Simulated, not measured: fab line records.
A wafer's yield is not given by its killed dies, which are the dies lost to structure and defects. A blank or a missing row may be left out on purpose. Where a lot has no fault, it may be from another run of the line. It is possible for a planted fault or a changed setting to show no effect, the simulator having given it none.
fab line records ; flow nand_harc
record: lots: 6; wafers: 18; last_day: 22
route steps=1159 shown THIN_TSV@1133 END@1159
lots that met no fault: taken from a fault-free run of the same line
start_h: hours from the record's first day to the start of the lot's first wafer shown ; wait_h: hours since the lot's step before ; " repeats the value in the row above ; L1.1+2: one row covering several wafers at once ; - either no value or no given start ; * or withheld: withheld ; < > ~ a bound
route shown NAME@n: a module of which the file shows steps, and the number in the route of the first ; usual: mean and standard deviation over wafers with no fault ; same: alike in all rows ; chamber/n: place in a boat ; sites: per-site readings ; _std_site: their standard deviation ; _edge_site: outer sites' mean less inner sites' ; radius_mm: for every site, how far away it sits from the centre of the wafer ; mask NAME#n: copy n ; behind: the tool/chamber that last shaped the wafer ; hold: cause of the lot's hold/its duration in hours/its outcome ; device: the n, p or np transistor that did not switch ; end of line: the route-end tests of the same wafers ; step lacking rows: just its recipe ; killed: dies that structure and defects cost at the first sort, which is not the same as the wafer's yield ; map: dies across one wafer; x = killed, . = not, _ = none there
set.NAME: setting as actually run; set.NAME@STEP: the setting as run at that earlier step ; model.NAME: the simulator's own value behind a step, which no gauge read
lots seen at some steps along the route; tables by step, rows by wafer
services: a tool's chamber out of use, with start hour (start_h, from the record's first day; less than 0 if before it), hours out, and reason
== steps ==
step: NHARC_THIN_TSV_CMP_21
recipe: t_overpolish_s: 30; target_thk_nm: 2000
usual: motor_current_A: 11.8/1.1; overpolish_run_s: 29.999/0.008
lot.wafer;tool;chamber;start_h;wait_h;motor_current_A;overpolish_run_s
L336.2;cmp-01;2;447.22;-;10.0;30.002
L336.1;cmp-01;0;447.22;-;12.1;29.988
L336.3;cmp-01;1;447.22;-;10.8;30.008
L340.3;cmp-01;3;467.99;-;10.5;29.982
L340.1;cmp-01;1;467.99;-;11.3;30.010
L340.5;cmp-01;3;467.99;-;11.0;30.013
L346.2;cmp-03;3;493.91;-;12.9;30.006
L346.4;cmp-03;0;493.91;-;12.6;30.000
L346.3;cmp-03;1;493.91;-;13.2;30.014
L349.3;cmp-02;3;498.46;-;13.2;30.001
L349.2;cmp-02;0;498.46;-;11.9;29.984
L349.6;cmp-02;0;498.46;-;11.9;29.999
L348.1;cmp-03;2;507.87;-;10.6;30.005
L348.4;cmp-03;0;507.87;-;13.1;29.998
L348.5;cmp-03;2;507.87;-;10.7;29.992
L351.2;cmp-03;0;513.16;-;13.5;30.006
L351.3;cmp-03;1;513.16;-;12.5;29.994
L351.5;cmp-03;3;513.16;-;12.5;30.005
step: NHARC_THIN_TSV_SRD_23
step: NHARC_THIN_TSV_DEGAS_53
recipe: temp_c: 300; time_s: 60
usual: heater_power_w: 472/51
lot.wafer;tool;chamber;start_h;wait_h;heater_power_w
L336.1;pvd_sputter-01;-;447.68;0.1;513
L336.3;pvd_sputter-01;-;447.68;0.1;523
L336.2;pvd_sputter-01;-;447.68;0.1;416
L340.1;pvd_sputter-03;-;468.43;0.1;576
L340.3;pvd_sputter-03;-;468.43;0.1;466
L340.5;pvd_sputter-03;-;468.43;0.1;570
L346.4;pvd_sputter-02;-;494.37;0.1;402
L346.2;pvd_sputter-02;-;494.37;0.1;457
L346.3;pvd_sputter-02;-;494.37;0.1;497
L349.3;pvd_sputter-03;-;498.92;0.1;461
L349.2;pvd_sputter-03;-;498.92;0.1;406
L349.6;pvd_sputter-03;-;498.92;0.1;403
L348.1;pvd_sputter-01;-;508.30;0.1;518
L348.4;pvd_sputter-01;-;508.30;0.1;512
L348.5;pvd_sputter-01;-;508.30;0.1;454
L351.3;pvd_sputter-01;-;513.59;0.1;514
L351.2;pvd_sputter-01;-;513.59;0.1;436
L351.5;pvd_sputter-01;-;513.59;0.1;433
step: NHARC_THIN_TSV_PRE_CLEAN_54
recipe: time_s: 30; temp_c: 280; gas: H2/He
usual: heater_power_w: 413/46
lot.wafer;tool;chamber;start_h;wait_h;heater_power_w
L336.3;pvd_sputter-01;-;447.77;0.1;480
L336.2;pvd_sputter-01;-;447.77;0.1;388
L336.1;pvd_sputter-01;-;447.77;0.1;366
L340.3;pvd_sputter-03;-;468.52;0.1;360
L340.1;pvd_sputter-03;-;468.52;0.1;399
L340.5;pvd_sputter-03;-;468.52;0.1;347
L346.3;pvd_sputter-02;-;494.44;0.0;434
L346.4;pvd_sputter-02;-;494.44;0.0;355
L346.2;pvd_sputter-02;-;494.44;0.0;439
L349.3;pvd_sputter-03;-;499.01;0.1;358
L349.2;pvd_sputter-03;-;499.01;0.1;356
L349.6;pvd_sputter-03;-;499.01;0.1;400
L348.1;pvd_sputter-01;-;508.38;0.1;459
L348.4;pvd_sputter-01;-;508.38;0.1;466
L348.5;pvd_sputter-01;-;508.38;0.1;366
L351.2;pvd_sputter-01;-;513.67;0.1;468
L351.3;pvd_sputter-01;-;513.67;0.1;464
L351.5;pvd_sputter-01;-;513.67;0.1;397
step: NHARC_THIN_TSV_PVD_55
recipe: target_thk_a: 500; material: TiN
step: NHARC_THIN_TSV_PVD_24
recipe: target_thk_a: 8000; power_w: withheld; chamber_pressure_pa: withheld; substrate_temp_c: withheld; time_s: withheld; gas: Ar; material: Al
step: NHARC_THIN_TSV_DEHYDRATE_25
recipe: temp_c: 150; time_s: 120
step: NHARC_THIN_TSV_HMDS_26
recipe: time_s: 30
step: NHARC_THIN_TSV_COAT_27
recipe: spin_rpm: *
step: NHARC_THIN_TSV_SOFTBAKE_28
recipe: temp_c: 122; time_s: 95
step: NHARC_THIN_TSV_EBR_29
step: NHARC_THIN_TSV_EXPOSE_30
recipe: na: 0.55; dose_mj: 11.47; mask_id: PAD
usual: exposure_dose_mJ_cm2: 11.470/0.011; focus_offset_nm: 0.1/0.5
lot.wafer;tool;chamber;start_h;wait_h;mask;exposure_dose_mJ_cm2;focus_offset_nm
L336.1;krf_scanner-03;0;448.67;-;PAD#0;11.447;0.1
L336.2;krf_scanner-03;0;448.67;-;PAD#0;11.449;0.3
L336.3;krf_scanner-03;0;448.67;-;PAD#0;11.454;-0.5
L340.1;krf_scanner-04;0;469.40;-;PAD#0;11.469;-0.6
L340.3;krf_scanner-04;0;469.40;-;PAD#0;11.471;0.0
L340.5;krf_scanner-04;0;469.40;-;PAD#0;11.479;-0.3
L346.2;krf_scanner-04;0;495.23;-;PAD#0;12.045;0.0
L346.3;krf_scanner-04;0;495.23;-;PAD#0;12.062;-0.3
L346.4;krf_scanner-04;0;495.23;-;PAD#0;12.035;0.4
L349.2;krf_scanner-03;0;499.79;-;PAD#0;11.469;-0.5
L349.3;krf_scanner-03;0;499.79;-;PAD#0;11.458;0.2
L349.6;krf_scanner-03;0;499.79;-;PAD#0;11.479;-0.3
L348.1;krf_scanner-04;0;509.28;-;PAD#0;12.075;0.9
L348.4;krf_scanner-04;0;509.28;-;PAD#0;12.064;0.6
L348.5;krf_scanner-04;0;509.28;-;PAD#0;12.043;0.7
L351.2;krf_scanner-01;0;514.59;-;PAD#0;11.461;-0.8
L351.3;krf_scanner-01;0;514.59;-;PAD#0;11.458;-0.8
L351.5;krf_scanner-01;0;514.59;-;PAD#0;11.459;0.0
step: NHARC_THIN_TSV_PEB_31
recipe: peb_temp_c: 118; peb_time_s: 85
step: NHARC_END_SORT_01
recipe: temp_c: 25
usual: defect_limited_yield: 95.7/1.5; killed_at_array: 26/9.9; killed_at_other: 0.8/1; killed_at_periphery: 2.8/2.2; killed_dies: 29/9.9; killed_open: 3.2/1.8; killed_short: 2.1/1.4; sort_bin_2_pct: 1.3/0.54; sort_bin_3_pct: 0.23/0.2; sort_bin_4_pct: 2.8/1; sort_n_pass: 648/9.9; sort_rim_yield_pct: 95/3.5; sort_yield_pct: 95.7/1.5
same: gross_dies: 677; sort_bin_5_pct[%]: 0; sort_bin_6_pct[%]: 0; sort_bin_7_pct[%]: 0; sort_bin_8_pct[%]: 0; sort_rim_n_gross: 106.00
lot.wafer;tool;chamber;start_h;wait_h;defect_limited_yield[%];killed_at_array;killed_at_other;killed_at_periphery;killed_dies;killed_open;killed_short;sort_bin_2_pct[%];sort_bin_3_pct[%];sort_bin_4_pct[%];sort_n_pass;sort_rim_yield_pct[%];sort_yield_pct[%]
L336.1;prober-02;0;459.49;2.5;95.6;27;0;3;30;2;3;1.5;0.15;2.8;647;96;95.6
L336.2;prober-02;0;460.29;2.8;94.8;35;0;0;35;3;4;1.5;0.15;3.5;642;92;94.8
L336.3;prober-02;0;461.09;3.1;95.0;27;0;7;34;4;1;2.2;0.15;2.7;643;89;95.0
L340.1;prober-02;0;488.70;2.5;97.5;12;1;4;17;3;3;0.7;0;1.8;660;98;97.5
L340.3;prober-02;0;490.30;3.1;97.2;16;0;3;19;2;1;1.3;0;1.5;658;98;97.2
L340.5;prober-02;0;491.90;3.7;97.5;13;1;3;17;4;3;0.7;0;1.8;660;92;97.5
L346.2;prober-02;0;505.25;2.8;94.7;31;1;4;36;5;4;1.5;0.30;3.5;641;92;94.7
L346.3;prober-02;0;506.05;3.1;95.3;32;0;0;32;3;0;1.5;0.30;3.0;645;92;95.3
L346.4;prober-02;0;506.85;3.4;95.7;28;0;1;29;1;1;1.9;0.15;2.2;648;92;95.7
L351.2;prober-01;0;528.51;2.8;95.9;25;0;3;28;2;2;0.6;0.44;3.1;649;94;95.9
L351.3;prober-01;0;529.31;3.1;94.5;32;0;5;37;5;1;0.9;0.15;4.4;640;92;94.5
L351.5;prober-01;0;530.90;3.7;94.4;35;0;3;38;4;2;1.8;0.30;3.5;639;88;94.4
killed by level:class
L336.1 A_CHANNEL_HOLE_D1:chamber_film_flake=10 A_SLIT:chamber_film_flake=10 P_CONTACT:geometric_particle:short=1 A_CHANNEL_FILL_D1:geometric_particle:short=1 A_WL_FILL:geometric_particle:short=1 A_WL_FILL:geometric_particle:open=1 A_CONTACT:geometric_particle:open=1 P_STI:chamber_film_flake=1
L336.2 A_CHANNEL_HOLE_D1:chamber_film_flake=11 A_SLIT:chamber_film_flake=9 A_CONTACT:chamber_film_flake=3 A_STAIRCASE:chamber_film_flake=2 A_CHANNEL_HOLE_D1:geometric_particle:short=1 A_CHANNEL_FILL_D1:geometric_particle:short=1 A_CHANNEL_FILL_D1:geometric_particle:open=1 A_WL_FILL:geometric_particle:short=1
L336.3 A_CHANNEL_HOLE_D1:chamber_film_flake=13 A_SLIT:chamber_film_flake=9 P_CONTACT:geometric_particle:open=2 P_BONDPAD:chamber_film_flake=2 A_CONTACT:chamber_film_flake=2 P_GATE:geometric_particle:open=1 A_CHANNEL_HOLE_D1:geometric_particle:open=1 A_WL_FILL:geometric_particle:short=1
L340.1 P_ZERO_WELL:chamber_film_flake=4 A_CONTACT:geometric_particle:short=2 A_BLC:geometric_particle:open=2 A_CHANNEL_HOLE_D1:chamber_film_flake=2 A_STAIRCASE:chamber_film_flake=2 A_WL_FILL:geometric_particle:short=1 A_CONTACT:geometric_particle:open=1 A_ZERO_WELL:chamber_film_flake=1
L340.3 A_CHANNEL_HOLE_D1:chamber_film_flake=4 P_ZERO_WELL:chamber_film_flake=3 A_STAIRCASE:chamber_film_flake=3 A_M1:chamber_film_flake=2 A_CHANNEL_HOLE_D1:geometric_particle:open=1 A_CONTACT:geometric_particle:open=1 A_CONTACT:geometric_particle:short=1 A_ZERO_WELL:chamber_film_flake=1
L340.5 A_CHANNEL_HOLE_D1:chamber_film_flake=3 A_ZERO_WELL:chamber_film_flake=2 A_WL_FILL:chamber_film_flake=2 P_STI:geometric_particle:short=1 P_GATE:geometric_particle:open=1 A_ONON_D1:geometric_particle:short=1 A_CHANNEL_HOLE_D1:geometric_particle:short=1 A_CHANNEL_FILL_D1:geometric_particle:open=1
L346.2 A_CHANNEL_HOLE_D1:chamber_film_flake=10 A_SLIT:chamber_film_flake=7 A_WL_FILL:chamber_film_flake=4 A_ONON_D1:geometric_particle:short=2 P_ZERO_WELL:chamber_film_flake=2 A_STAIRCASE:chamber_film_flake=2 P_M0:geometric_particle:open=1 A_WL_FILL:geometric_particle:short=1
L346.3 A_SLIT:chamber_film_flake=13 A_CHANNEL_HOLE_D1:chamber_film_flake=10 A_STAIRCASE:chamber_film_flake=2 A_CONTACT:chamber_film_flake=2 A_STAIRCASE:geometric_particle:open=1 A_CONTACT:geometric_particle:open=1 A_BLC:geometric_particle:open=1 A_CHANNEL_FILL_D1:chamber_film_flake=1
L346.4 A_CHANNEL_HOLE_D1:chamber_film_flake=13 A_SLIT:chamber_film_flake=5 A_CONTACT:chamber_film_flake=3 A_ZERO_WELL:chamber_film_flake=2 A_STAIRCASE:chamber_film_flake=2 A_CHANNEL_FILL_D1:geometric_particle:open=1 A_SGD_CUT:geometric_particle:short=1 P_M0:chamber_film_flake=1
L351.2 A_CHANNEL_HOLE_D1:chamber_film_flake=13 A_STAIRCASE:chamber_film_flake=5 A_CONTACT:chamber_film_flake=3 P_M2:chamber_film_flake=2 P_CONTACT:geometric_particle:open=1 A_SOURCE_PLATE:geometric_particle:short=1 A_CHANNEL_HOLE_D1:geometric_particle:short=1 A_CONTACT:geometric_particle:open=1
L351.3 A_CHANNEL_HOLE_D1:chamber_film_flake=15 A_STAIRCASE:chamber_film_flake=10 A_CONTACT:geometric_particle:open=2 P_M2:chamber_film_flake=2 A_WL_FILL:chamber_film_flake=2 P_GATE:geometric_particle:open=1 P_CONTACT:geometric_particle:open=1 A_STAIRCASE:geometric_particle:short=1
L351.5 A_CHANNEL_HOLE_D1:chamber_film_flake=16 A_STAIRCASE:chamber_film_flake=9 A_WL_FILL:geometric_particle:open=2 P_STI:chamber_film_flake=2 A_CONTACT:chamber_film_flake=2 P_M1:geometric_particle:open=1 A_SOURCE_PLATE:geometric_particle:short=1 A_STAIRCASE:geometric_particle:short=1
== services ==
tool;chamber;start_h;hours;kind
cmp-02;-;426.71;-;consumable_replace:conditioner
cmp-02;-;426.71;-;consumable_replace:pad
krf_scanner-01;-;428.00;4.0;pm
pvd_sputter-01;-;435.69;2.1;repair
krf_scanner-03;0;441.64;-;calibration
cmp-03;-;442.01;0.3;repair
krf_scanner-01;-;447.92;1.8;repair
cmp-03;-;450.09;4.0;pm
cmp-02;-;450.83;1.1;repair
krf_scanner-03;-;452.21;5.4;repair
cmp-03;-;454.09;-;consumable_replace:conditioner
cmp-03;-;454.09;-;consumable_replace:pad
pvd_sputter-03;-;458.00;10.0;pm
krf_scanner-04;-;470.00;4.0;pm
pvd_sputter-03;-;471.96;0.8;repair
cmp-01;-;473.65;4.0;pm
cmp-01;-;477.65;-;consumable_replace:conditioner
cmp-01;-;477.65;-;consumable_replace:pad
cmp-01;-;492.59;4.4;repair
pvd_sputter-01;-;498.02;3.1;repair
krf_scanner-03;-;505.51;0.4;repair
pvd_sputter-03;-;507.90;2.0;repair
== key ==
first_sign: step: NHARC_THIN_TSV_EXPOSE_30; reading: exposure_dose_mJ_cm2; direction: up; sigmas: 52; usual: 11.470; struck: 12.054
effect none on later readings
met_at NHARC_THIN_TSV_EXPOSE_30
struck_wafers L346.2,L346.3,L346.4,L348.1,L348.4,L348.5
onset_between 469.40 495.23
fault: kind: process_parameter_drift; tool: krf_scanner-04; chamber: -; onset_h: 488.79; steps: NHARC_THIN_TSV_EXPOSE_30; channel: dose_mj; offset: 0.58581; shape: step; acts_in: these_recipes_only; stated: 11.47
